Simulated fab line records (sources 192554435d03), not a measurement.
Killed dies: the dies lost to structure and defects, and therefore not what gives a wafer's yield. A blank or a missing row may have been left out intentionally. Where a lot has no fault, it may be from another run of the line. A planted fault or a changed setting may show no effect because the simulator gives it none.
fab line records	flow n5_finfet
record: lots: 4	wafers: 12	last_day: 18
route steps=1938 shown HKMG_FIN@433 GATE_CUT@465 BEOL_M4@1111 PASSIVATION@1936
lots with no fault: from the same line, run without faults
start_h: start of the lot's first displayed wafer, in hours after the record's first day	wait_h: hours since the lot's step before	" as in the row above	L1.1+2: several wafers, shown together as one row	- either no value or no given start	* or withheld: withheld	< > ~ a bound
route shown NAME@n: names a module that has steps shown in the file, with the first one's number in the route	usual: mean/standard deviation of fault-free wafers	same: alike in all rows	chamber/n: place in a boat	sites: each site's reading	_std_site: the standard deviation of these	_edge_site: mean of outer sites minus mean of inner sites	radius_mm: how far each site lies from the wafer's centre	mask NAME#n: copy n	behind: the tool/chamber that last shaped the wafer	hold: what put the lot on hold/how long, in hours/how the hold closed	device: the transistor (n, p or np) that didn't switch	end of line: tests run on the same wafers once the route is complete	for a step that has no rows: nothing shown but its recipe	killed: at the first sort, the dies lost to defects and structure; wafer yield is something else	map: a wafer's dies, x killed, . not, _ none there
set.NAME: the setting as run; set.NAME@STEP: as run at that earlier step	model.NAME: the simulator's own value behind a step, which no gauge read
a table for each step, a row for each wafer; lots at some steps of the route
services: from which hour (start_h, from the record's first day; less than 0 if before it) a tool's chamber was out of use, for how many hours, and why
== steps ==
step: N5_HKMG_FIN_DESCUM_17
recipe: chemistry: O2	time_s: 7.9	source_power_w: 50	bias_power_w: 20	pressure_mtorr: 20	rf_frequency_hz: 2.712e+07	temp_c: 40	resist: CAR-ArF	o2_flow_sccm: 225
step: N5_HKMG_FIN_ETCH_31
recipe: chemistry: CF4	target: SiARC	target_depth_a: 455	mask_material: CAR-ArF	time_s: 75.8	ion_energy_ev: 80	pressure_mtorr: 40	source_w: 545	bias_w: 36	Ar_flow_sccm: 100	cf4_flow_sccm: 100	ends: cleared
step: N5_HKMG_FIN_ETCH_32
recipe: chemistry: N2/H2	target: SOC	target_depth_a: 2400	temp_c: 40	time_s: 300	ion_energy_ev: 200	mask_material: SiARC	pressure_mtorr: 30	source_w: 840	bias_w: 150	n2_flow_sccm: 200	h2_flow_sccm: 200
step: N5_HKMG_FIN_STRIP_33
recipe: chemistry: N2/H2	temp_c: 40	n2_flow_sccm: 200	h2_flow_sccm: 200	rf_frequency_hz: 6e+07
step: N5_HKMG_FIN_STRIP_34
recipe: chemistry: CF4	resist: SiARC	power_w: 300	bias_power_w: 75	pressure_mtorr: 50	cf4_flow_sccm: 150	rf_frequency_hz: 6e+07
step: N5_HKMG_FIN_ETCH_35
recipe: chemistry: N2/H2	target: SOC	target_depth_a: 2158	ion_energy_ev: 65	bias_w: 5	source_w: 3000	time_s: 243.4	pressure_mtorr: 30	n2_flow_sccm: 200	h2_flow_sccm: 200
step: N5_HKMG_FIN_STRIP_92
recipe: chemistry: N2/H2	material: SOC	time_s: 20	power_w: 500	temp_c: 40	pressure_mtorr: 50	rf_frequency_hz: 6e+07	bias_power_w: 8	h2_frac: 0.5	n2_flow_sccm: 300	h2_flow_sccm: 300
step: N5_HKMG_FIN_WET_ETCH_18
recipe: chemistry: SC1	target: TiN	mix: 1:1:5	temp_c: *	time_s: 55	target_depth_nm: 5.2	dry: ipa_marangoni	rinse_time_s: 30	rinse_temp_c: 23
step: N5_HKMG_FIN_STRIP_19
recipe: chemistry: N2/H2	power_w: 2500	temp_c: 300	h2_frac: 0.65	time_s: 360	pressure_mtorr: withheld	n2_flow_sccm: 1750	h2_flow_sccm: 3250
step: N5_HKMG_FIN_ALD_91
recipe: material: TiN	target_thk_a: 10	temp_c: 400	ald_precursor_family: TiCl4	ald_co_reactant: NH3	pulse_time_s: 1	purge_time_s: 3	co_reactant_purge_time_s: 2	co_reactant_pulse_time_s: 2	ald_cycles: 47	pressure_torr: 3
usual: ald_cycles: 47/0	chamber_pressure_Torr: 3.000/0.0062	heater_power_w: 904/77	precursor_pulse_height_rel: 1.000/0.018	pulse_time_s: 1/0
lot.wafer	tool	chamber	start_h	wait_h	ald_cycles	chamber_pressure_Torr	heater_power_w	precursor_pulse_height_rel	pulse_time_s
L741.1	ald_metal-03	1	88.47	0.3	47	3.000	1015	1.007	1
L741.3	"	2	"	"	47	2.999	831	1.002	1
L741.5	"	1	"	"	47	2.998	1037	1.008	1
L746.1	ald_metal-02	0	119.11	0.3	47	3.000	856	1.003	1
L746.2	"	2	"	"	47	3.003	815	1.030	1
L746.5	"	1	"	"	47	3.000	893	1.013	1
L760.2	ald_metal-01	2	201.41	0.3	-	-	-	-	-
L760.4	"	3	"	"	-	-	-	-	-
L760.6	"	0	"	"	-	-	-	-	-
L761.2	ald_metal-02	3	209.41	0.3	-	-	-	-	-
L761.4	"	1	"	"	-	-	-	-	-
L761.6	"	2	"	"	-	-	-	-	-
step: N5_HKMG_FIN_COAT_85
recipe: resist: SOC	temp_c: 250	time_s: 60	spin_rpm: 1500	resist_thk_nm: 300
step: N5_HKMG_FIN_ETCH_86
recipe: chemistry: N2/H2	target: SOC	target_depth_a: 3932	stop_on: TiN	ion_energy_ev: 100	bias_w: 61	pressure_mtorr: 30	source_w: 850	n2_flow_sccm: 200	h2_flow_sccm: 200
step: N5_HKMG_FIN_STRIP_89
recipe: chemistry: N2/H2	material: SOC	time_s: 20	power_w: 500	temp_c: 40	pressure_mtorr: 50	rf_frequency_hz: 6e+07	bias_power_w: 8	h2_frac: 0.5	n2_flow_sccm: 300	h2_flow_sccm: 300
step: N5_HKMG_FIN_WET_ETCH_87
recipe: chemistry: SC1	target: TiN	mix: 1:2:40	temp_c: 50	time_s: 154.2	target_depth_nm: 4.7	dry: ipa_marangoni	rinse_time_s: 30	rinse_temp_c: 23
step: N5_HKMG_FIN_STRIP_88
recipe: chemistry: N2/H2	power_w: 2500	temp_c: 300	h2_frac: 0.65	time_s: 360	pressure_mtorr: withheld	n2_flow_sccm: 1750	h2_flow_sccm: 3250
step: N5_HKMG_FIN_NWFM_ALD_20
recipe: material: TiAlC	target_thk_a: 20	temp_c: 300	ald_precursor_family: TiCl4	ald_co_reactant: TEA	pulse_time_s: 3	purge_time_s: 2	co_reactant_purge_time_s: 2	co_reactant_pulse_time_s: 10	ald_cycles: 7	pressure_torr: 3
step: N5_HKMG_FIN_ALD_71
recipe: material: TiN	target_thk_a: 10	temp_c: 400	ald_precursor_family: TiCl4	ald_co_reactant: NH3	pulse_time_s: 1	purge_time_s: 3	co_reactant_purge_time_s: 2	co_reactant_pulse_time_s: 2	ald_cycles: 47	pressure_torr: 3
step: N5_HKMG_FIN_COAT_66
recipe: resist: SOC	temp_c: 250	time_s: 60	spin_rpm: 1500	resist_thk_nm: 300
step: N5_HKMG_FIN_ETCH_67
recipe: chemistry: N2/H2	target: SOC	target_depth_a: 3889	stop_on: TiN	ion_energy_ev: 100	bias_w: 61	pressure_mtorr: 30	source_w: 850	n2_flow_sccm: 200	h2_flow_sccm: 200
step: N5_HKMG_FIN_STRIP_90
recipe: chemistry: N2/H2	material: SOC	time_s: 20	power_w: 500	temp_c: 40	pressure_mtorr: 50	rf_frequency_hz: 6e+07	bias_power_w: 8	h2_frac: 0.5	n2_flow_sccm: 300	h2_flow_sccm: 300
step: N5_HKMG_FIN_WET_ETCH_73
recipe: chemistry: SC1	mix: 1:2:40	temp_c: 50	time_s: 42.3	target_depth_nm: 1.3	dry: ipa_marangoni	rinse_time_s: 30	rinse_temp_c: 23
step: N5_HKMG_FIN_ETCHBACK_68
recipe: chemistry: Cl2/Ar	stop_on: HfO2	target_depth_a: 5	pressure_mtorr: 10	icp_w: 600	bias_w: 60	Cl2_flow_sccm: 40	Ar_flow_sccm: 60
step: N5_HKMG_FIN_STRIP_69
recipe: chemistry: N2/H2	power_w: 2500	temp_c: 300	h2_frac: 0.65	time_s: 360	pressure_mtorr: withheld	n2_flow_sccm: 1750	h2_flow_sccm: 3250
step: N5_HKMG_FIN_ALD_21
recipe: material: TiN	target_thk_a: 15	temp_c: 400	ald_precursor_family: TiCl4	ald_co_reactant: NH3	pulse_time_s: 1	purge_time_s: 3	co_reactant_purge_time_s: 2	co_reactant_pulse_time_s: 2	ald_cycles: 68	pressure_torr: 3
step: N5_HKMG_FIN_ALD_72
recipe: material: W	target_thk_a: 20	temp_c: 300	pressure_torr: 7.5	ald_precursor_family: WF6	ald_co_reactant: B2H6	pulse_time_s: 1	purge_time_s: 2	co_reactant_purge_time_s: 2	co_reactant_pulse_time_s: 3	ald_cycles: 7
step: N5_HKMG_FIN_W_FILL_22
recipe: material: W	target_thk_a: 600	temp_c: 400	pressure_torr: 39.4	time_s: 18.2
step: N5_HKMG_FIN_PRECLEAN_83
recipe: chemistry: DIW	time_s: 57.5	temp_c: 23
step: N5_HKMG_FIN_SRD_84
recipe: dry_time_s: 32	dry: n2_spin	spin_rpm: 1500
step: N5_HKMG_FIN_CMP_23
recipe: stop_on: SiNx	t_overpolish_s: 10	post_cmp_clean: rinse_only	down_force_psi: 4	platen_rpm: 50.289	pad_velocity_m_s: 1.0006	target_thk_nm: 46.326
step: N5_HKMG_FIN_CMP_94
recipe: stop_on: SiNx	post_cmp_clean: w_dilute_nh4oh	t_overpolish_s: 4.7	down_force_psi: 4	platen_rpm: 50.289	pad_velocity_m_s: 1.0006	target_thk_nm: 43.299
step: N5_GATE_CUT_ETCHBACK_00
recipe: chemistry: SF6/Cl2	target: W	pressure_mtorr: 8	icp_w: 900	bias_w: 80	SF6_flow_sccm: 40	Cl2_flow_sccm: 60
step: N5_GATE_CUT_ETCH_56
recipe: chemistry: Cl2/Ar	target: TiN	target_depth_a: 216	pressure_mtorr: 10	icp_w: 600	bias_w: 60	Cl2_flow_sccm: 40	Ar_flow_sccm: 60
step: N5_GATE_CUT_ETCHBACK_30
recipe: chemistry: Cl2/Ar	target: TiN	target_depth_a: 30	mode: isotropic	pressure_mtorr: 10	icp_w: 600	bias_w: 60	Cl2_flow_sccm: 40	Ar_flow_sccm: 60
step: N5_GATE_CUT_VAPOR_ETCH_60
recipe: chemistry: BCl3/Cl2	target: HfO2	mode: isotropic
step: N5_GATE_CUT_ETCH_58
recipe: chemistry: CH3F/O2	target: SiNx	target_depth_a: 170	time_s: 128.6	ion_energy_ev: 50	pressure_mtorr: 30	source_w: 415	bias_w: 21	Ar_flow_sccm: 150	CH3F_flow_sccm: 30	O2_flow_sccm: 20
step: N5_GATE_CUT_STRIP_59
recipe: chemistry: N2/H2	time_s: 20	power_w: 100	temp_c: 40	pressure_mtorr: 100	rf_frequency_hz: 6e+07	bias_power_w: 3	n2_flow_sccm: 300	h2_flow_sccm: 300
step: N5_GATE_CUT_PRECLEAN_31
recipe: temp_c: 23	chemistry: DIW	time_s: 300
step: N5_BEOL_M4_RC_MEAS_101
usual: DIBL_N: 36.5/1.4	DIBL_P: 36.9/1.7	IGATE_N: 0.0122/0.0018	IOFF_N: 0.163/0.023	IOFF_N_85C: 3.2/0.37	IOFF_N_LIN: 0.075/0.0089	IOFF_N_LONG: 5.48e-05/2.1e-06	IOFF_P: 0.22/0.032	IOFF_P_85C: 3.8/0.46	IOFF_P_LIN: 0.102/0.012	IOFF_P_LONG: 0.000104/8.6e-06	ION_N: 673/9	ION_P: 462/7.5	SS_N: 71.6/0.54	SS_P: 73.4/0.62	VT_N: 249.8/2.8	VT_N_LONG: 275.4/1.7	VT_N_LVT: 98.5/2.6	VT_P: -250/3.5	VT_P_LONG: -275.5/3	VT_P_LVT: -98.8/2.9
lot.wafer	tool	chamber	start_h	wait_h	DIBL_N[mV/V]	DIBL_P[mV/V]	IGATE_N[nA/um]	IOFF_N[nA/um]	IOFF_N_85C[nA/um]	IOFF_N_LIN[nA/um]	IOFF_N_LONG[nA/um]	IOFF_P[nA/um]	IOFF_P_85C[nA/um]	IOFF_P_LIN[nA/um]	IOFF_P_LONG[nA/um]	ION_N[uA/um]	ION_P[uA/um]	SS_N[mV/dec]	SS_P[mV/dec]	VT_N[mV]	VT_N_LONG[mV]	VT_N_LVT[mV]	VT_P[mV]	VT_P_LONG[mV]	VT_P_LVT[mV]
L741.1	prober-02	0	182.40	0.0	37.6	37.2	0.0146	0.176	3.4	0.082	5.79e-05	0.26	4.4	0.119	0.000115	679	470	72.2	73.9	249.2	275.9	97.7	-246	-274.0	-96.3
L741.3	"	0	"	"	37.6	37.6	0.0127	0.183	3.5	0.086	5.94e-05	0.27	4.5	0.122	0.000118	689	477	72.1	74.1	245.5	273.4	96.6	-243	-273.2	-94.1
L741.5	"	0	"	"	37.1	37.0	0.0128	0.169	3.3	0.080	5.81e-05	0.27	4.5	0.123	0.000117	670	468	71.8	73.5	247.0	273.7	97.7	-248	-270.6	-94.5
L746.1	prober-01	0	210.67	0.0	38.9	38.9	0.0097	0.203	3.8	0.090	5.58e-05	0.24	4.1	0.104	9.5e-05	691	460	72.4	74.7	245.2	275.0	94.4	-249	-277.8	-97.3
L746.2	"	0	"	"	34.2	33.7	0.0126	0.127	2.5	0.061	5.57e-05	0.16	2.9	0.079	9.7e-05	656	451	71.7	72.0	254.4	274.4	100.2	-255	-278.3	-102.3
L746.5	"	0	"	"	35.4	35.7	0.0121	0.148	2.9	0.070	5.52e-05	0.18	3.2	0.087	9.4e-05	670	460	71.7	72.7	247.3	275.3	98.1	-256	-278.1	-99.5
L760.2	prober-01	0	307.80	0.2	33.6	33.8	0.1026	19.394	173.8	9.296	0.0077716	0.03	0.8	0.018	5e-05	930	395	70.9	72.0	108.2	130.2	-42.2	-298	-320.3	-145.6
L760.4	"	0	"	"	34.3	35.2	0.1186	22.341	193.5	10.371	0.0077553	0.04	0.9	0.020	5.1e-05	948	396	70.7	73.3	105.0	131.1	-44.4	-294	-316.4	-146.3
L760.6	"	0	"	"	32.6	33.7	0.1329	17.998	162.8	8.778	0.007803	0.03	0.8	0.018	5.2e-05	942	400	70.5	72.9	110.4	131.2	-40.1	-299	-315.0	-145.7
L761.2	prober-02	0	310.03	0.2	37.8	36.4	0.1009	23.246	202.4	10.704	0.0076311	0.04	0.9	0.020	4.7e-05	936	389	72.0	73.1	108.4	130.5	-43.4	-296	-319.1	-145.3
L761.4	"	0	"	"	37.6	36.6	0.0839	25.496	220.2	11.689	0.0076541	0.04	0.9	0.020	4.8e-05	951	393	72.3	73.2	105.4	132.0	-45.8	-295	-316.8	-145.5
L761.6	"	0	"	"	36.4	35.7	0.0861	21.800	194.1	10.192	0.0077041	0.04	0.9	0.019	5.2e-05	934	387	71.3	73.0	109.8	131.3	-42.9	-296	-319.5	-146.1
step: N5_PASSIVATION_PROBE_49
usual: defect_limited_yield: 91.2/1.4	killed_at_M0_to_M3: 35/11	killed_at_M4_up: 12/4.2	killed_at_contacts: 13/5.6	killed_at_front_end: 40/12	killed_at_other: 3.3/2.6	killed_dies: 103/17	killed_on_rim: 14/4.5	killed_open: 68/12	killed_short: 34/7.6	sort_bin_4_leakage: 0/0	sort_bin_5_function: 5.1/0.95	sort_bin_6_memory: 3.3/0.68	sort_n_pass: 1077/17	sort_yield_pct: 91.2/1.4
same: gross_dies: 1180	killed_at_back_side: 0	sort_bin_8_speed[%]: 0
lot.wafer	tool	chamber	start_h	wait_h	defect_limited_yield[%]	killed_at_M0_to_M3	killed_at_M4_up	killed_at_contacts	killed_at_front_end	killed_at_other	killed_dies	killed_on_rim	killed_open	killed_short	sort_bin_4_leakage[%]	sort_bin_5_function[%]	sort_bin_6_memory[%]	sort_n_pass	sort_yield_pct[%]
L741.1	prober-02	-	291.09	0.0	92.6	18	19	9	35	6	87	13	52	34	0	3.8	3.2	1093	92.6
L741.3	prober-02	-	291.19	0.1	92.1	31	12	9	40	1	93	12	69	23	0	5.3	2.4	1087	92.1
L741.5	prober-02	-	291.29	0.2	91.9	26	10	14	42	4	96	12	62	34	0	3.8	3.9	1084	91.9
L746.1	prober-02	-	305.98	0.0	93.3	22	13	10	34	0	79	7	56	23	0	4.2	2.4	1101	93.3
L746.2	prober-02	-	306.03	0.1	90.7	33	15	14	46	2	110	14	69	37	0	5.4	3.4	1070	90.7
L746.5	prober-02	-	306.18	0.2	91.2	30	20	13	38	3	104	15	70	34	0	4.7	3.5	1076	91.2
L760.2	prober-02	-	414.47	0.1	92.5	19	16	12	41	1	89	8	61	27	92.46	4.6	2.7	0	0
L760.4	prober-02	-	414.57	0.2	92.1	21	19	13	40	0	93	7	59	31	92.12	4.6	3.1	0	0
L760.6	prober-02	-	414.67	0.3	92.7	19	20	12	34	1	86	14	69	15	92.71	4.2	3.0	0	0
L761.2	prober-01	-	428.37	0.1	93.0	27	16	11	29	0	83	18	50	32	92.97	4.7	2.0	0	0
L761.4	prober-01	-	428.47	0.2	91.6	36	10	4	44	5	99	10	66	31	91.61	4.8	3.5	0	0
L761.6	prober-01	-	428.57	0.3	92.5	35	11	11	25	7	89	15	56	31	92.46	4.2	3.0	0	0
killed by level:class
L741.1 FIN_SAQP:geometric_particle:short=16 BEOL_M4:geometric_particle:open=9 MOL_CONTACT_COAG:geometric_particle:open=8 FIN_SAQP:geometric_particle:open=7 GATE_CUT:geometric_particle:short=5 BEOL_M1:geometric_particle:open=5 BEOL_M8:geometric_particle:open=4 BEOL_M0_SAQP:geometric_particle:short=4
L741.3 BEOL_M2:geometric_particle:open=15 BEOL_M1:geometric_particle:open=8 MOL_CONTACT_COAG:geometric_particle:open=8 GATE_CUT:geometric_particle:open=7 GATE_CUT:geometric_particle:short=6 FIN_SAQP:geometric_particle:short=5 STI_FIN_REVEAL:geometric_particle:open=5 BEOL_M5:geometric_particle:open=5
L741.5 FIN_SAQP:geometric_particle:short=14 MOL_CONTACT_COAG:geometric_particle:open=12 FIN_SAQP:geometric_particle:open=11 BEOL_M2:geometric_particle:open=7 BEOL_M0_SAQP:geometric_particle:open=5 BEOL_M1:geometric_particle:open=5 DUMMY_GATE:geometric_particle:open=4 GATE_CUT:geometric_particle:short=4
L746.1 BEOL_M1:geometric_particle:open=9 MOL_CONTACT_COAG:geometric_particle:open=8 GATE_CUT:geometric_particle:open=6 BEOL_M4:geometric_particle:open=6 FIN_SAQP:geometric_particle:open=5 STI_FIN_REVEAL:geometric_particle:open=5 BEOL_M0_SAQP:geometric_particle:short=5 FIN_SAQP:geometric_particle:short=4
L746.2 STI_FIN_REVEAL:geometric_particle:open=14 BEOL_M1:geometric_particle:open=11 MOL_CONTACT_COAG:geometric_particle:open=11 BEOL_M0_SAQP:geometric_particle:short=9 FIN_SAQP:geometric_particle:short=7 BEOL_M4:geometric_particle:open=7 BEOL_M0_SAQP:geometric_particle:open=6 DUMMY_GATE:geometric_particle:open=5
L746.5 STI_FIN_REVEAL:geometric_particle:open=13 BEOL_M4:geometric_particle:open=11 MOL_CONTACT_COAG:geometric_particle:open=10 BEOL_M0_SAQP:geometric_particle:short=8 BEOL_M3:geometric_particle:open=8 GATE_CUT:geometric_particle:short=6 DUMMY_GATE:geometric_particle:open=5 SPACER0:geometric_particle:open=5
L760.2 MOL_CONTACT_COAG:geometric_particle:open=11 FIN_SAQP:geometric_particle:open=9 FIN_SAQP:geometric_particle:short=9 BEOL_M4:geometric_particle:open=8 STI_FIN_REVEAL:geometric_particle:open=6 BEOL_M2:geometric_particle:open=5 BEOL_M0_SAQP:geometric_particle:short=4 BEOL_M3:geometric_particle:open=3
L760.4 BEOL_M4:geometric_particle:open=14 FIN_SAQP:geometric_particle:short=12 MOL_CONTACT_COAG:geometric_particle:open=10 FIN_SAQP:geometric_particle:open=9 STARTING-WAFER:geometric_particle:short=5 BEOL_M0:geometric_particle:open=4 BEOL_M3:geometric_particle:open=4 DUMMY_GATE:geometric_particle:open=3
L760.6 FIN_SAQP:geometric_particle:open=11 BEOL_M4:geometric_particle:open=11 MOL_CONTACT_COAG:geometric_particle:open=10 BEOL_M2:geometric_particle:open=10 DUMMY_GATE:geometric_particle:open=9 BEOL_M3:geometric_particle:open=4 BEOL_M8:geometric_particle:open=3 STARTING-WAFER:geometric_particle:short=3
L761.2 BEOL_M2:geometric_particle:open=12 MOL_CONTACT_COAG:geometric_particle:open=10 FIN_SAQP:geometric_particle:short=9 FIN_SAQP:geometric_particle:open=8 BEOL_M4:geometric_particle:short=7 GATE_CUT:geometric_particle:short=4 BEOL_M0_SAQP:geometric_particle:open=4 BEOL_M2:geometric_particle:short=4
L761.4 FIN_SAQP:geometric_particle:open=16 BEOL_M0_SAQP:geometric_particle:open=12 BEOL_M0_SAQP:geometric_particle:short=11 FIN_SAQP:geometric_particle:short=10 DUMMY_GATE:geometric_particle:open=8 BEOL_M4:geometric_particle:open=4 BEOL_M1:geometric_particle:open=4 BEOL_M2:geometric_particle:open=4
L761.6 MOL_CONTACT_COAG:geometric_particle:open=8 BEOL_M2:geometric_particle:open=8 BEOL_M0_SAQP:geometric_particle:short=7 BEOL_M0_SAQP:geometric_particle:open=7 FIN_SAQP:geometric_particle:open=6 FIN_SAQP:geometric_particle:short=5 ILD0:geometric_particle:open=5 BEOL_M3:geometric_particle:open=5
map L760.4 (x killed, . not)
_________________x...........________________
______________.....x............_____________
___________................x...x...__________
__________.xx..............x........_________
________..........x.......x.........x._______
_______...x..............x...x.........______
______.......x...................x......_____
_____....x...........x..........xx...x...____
____...x.................x.............x..___
___........................................__
___..........x...............x..........x..__
__.....x..........x....x........x..........._
__.xx.x....................................._
_......x.......................x.............
_.x..x......................x....x.......x...
_....x..............................xx.......
_...........................x................
_................x....................x......
_.............x...........................x..
_........x..........x.....................xx.
_....................x.......................
__.x....x.x.x...x..x..x....................._
__..x......x...........x...x...........x...._
___...........................x.....x......__
___.....x....x..........x..x...x...........__
____...................x...x....x..x......___
_____..............x.x................x..____
______.................................._____
_______.........x.x............x.xx....______
________.........x.x..........xx.....x_______
__________....................x....._________
___________x....x..................__________
______________.................._____________
_________________....x.......________________
map L761.4 (x killed, . not)
_________________........x...________________
______________x................._____________
___________...x....................__________
__________........x..........x......_________
________.....x................x......._______
_______....................x..........x______
______......x......x...................._____
_____........x...x.......................____
____.......x......x...............x.......___
___.......x..x................x............__
___..........x...........xx.x..............__
__..........x...x....x...................x.x_
__xxx....x........x...x..........x......x..._
_.....x................................xx..x.
_........x.....x.......x.....................
_.........x...x....x..x......x..x......x.....
_......x..x..................x..............x
_......x....................x..x.......x.....
_................x........x..................
_....x..........x....x.................x.....
_..x.x......................x...x..x.........
__..........x.......x......................._
__...................x......................_
___............................x...........__
___.......x.........x..x........x..........__
____......x...................x.x.........___
_____.................x................x.____
______..................x..x.........x.._____
_______....x......x.............x......______
________.......x..x......x....x...x..._______
__________..xx...x..............x..._________
___________...................x....__________
______________.................._____________
_________________.........x..________________
== services ==
tool	chamber	start_h	hours	kind
ald_metal-01	1	67.16	-	calibration
ald_metal-02	2	79.18	7.7	repair
ald_metal-02	1	83.73	5.2	repair
ald_metal-01	0	107.44	20.9	repair
ald_metal-03	1	113.25	24.0	repair
ald_metal-03	2	116.12	4.3	repair
ald_metal-03	2	139.43	27.2	repair
ald_metal-02	-	148.37	1.7	repair
ald_metal-01	-	202.06	2.8	pm
== key ==
first_sign: step: N5_HKMG_FIN_ALD_91	reading: tool_record	direction: missing
effect: step: N5_BEOL_M4_RC_MEAS_101	reading: IOFF_N_LONG	direction: up	sigmas: 99+	usual: 5.48e-05	struck: 0.0077199
effect: step: N5_BEOL_M4_RC_MEAS_101	reading: IOFF_N_LIN	direction: up	sigmas: 99+	usual: 0.075	struck: 10.172
effect: step: N5_BEOL_M4_RC_MEAS_101	reading: IOFF_N	direction: up	sigmas: 99+	usual: 0.163	struck: 21.712
effect: step: N5_BEOL_M4_RC_MEAS_101	reading: IOFF_N_85C	direction: up	sigmas: 99+	usual: 3.2	struck: 191.1
effect: step: N5_BEOL_M4_RC_MEAS_101	reading: VT_N_LONG	direction: down	sigmas: 83	usual: 275.4	struck: 131.1
effect: step: N5_BEOL_M4_RC_MEAS_101	reading: VT_N_LVT	direction: down	sigmas: 54	usual: 98.5	struck: -43.1
effect: step: N5_BEOL_M4_RC_MEAS_101	reading: IGATE_N	direction: up	sigmas: 52	usual: 0.0122	struck: 0.1042
effect: step: N5_BEOL_M4_RC_MEAS_101	reading: VT_N	direction: down	sigmas: 51	usual: 249.8	struck: 107.9
effect: step: N5_BEOL_M4_RC_MEAS_101	reading: ION_N	direction: up	sigmas: 30	usual: 673	struck: 940
effect: step: N5_BEOL_M4_RC_MEAS_101	reading: VT_P_LVT	direction: down	sigmas: 16	usual: -98.8	struck: -145.7
effect: step: N5_BEOL_M4_RC_MEAS_101	reading: VT_P_LONG	direction: down	sigmas: 14	usual: -275.5	struck: -317.9
effect: step: N5_BEOL_M4_RC_MEAS_101	reading: VT_P	direction: down	sigmas: 13	usual: -250	struck: -296
effect: step: N5_PASSIVATION_PROBE_49	reading: sort_bin_4_leakage	direction: up	sigmas: 99+	usual: 0	struck: 92.39
met_at N5_HKMG_FIN_ALD_91
struck_wafers L760.2,L760.4,L760.6,L761.2,L761.4,L761.6
onset_between 119.11 201.41
fault: kind: skipped_step_whole	tool: ald_metal-01,ald_metal-02	chamber: -	onset_h: 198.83	steps: N5_HKMG_FIN_ALD_91	scope: struck_lots_only
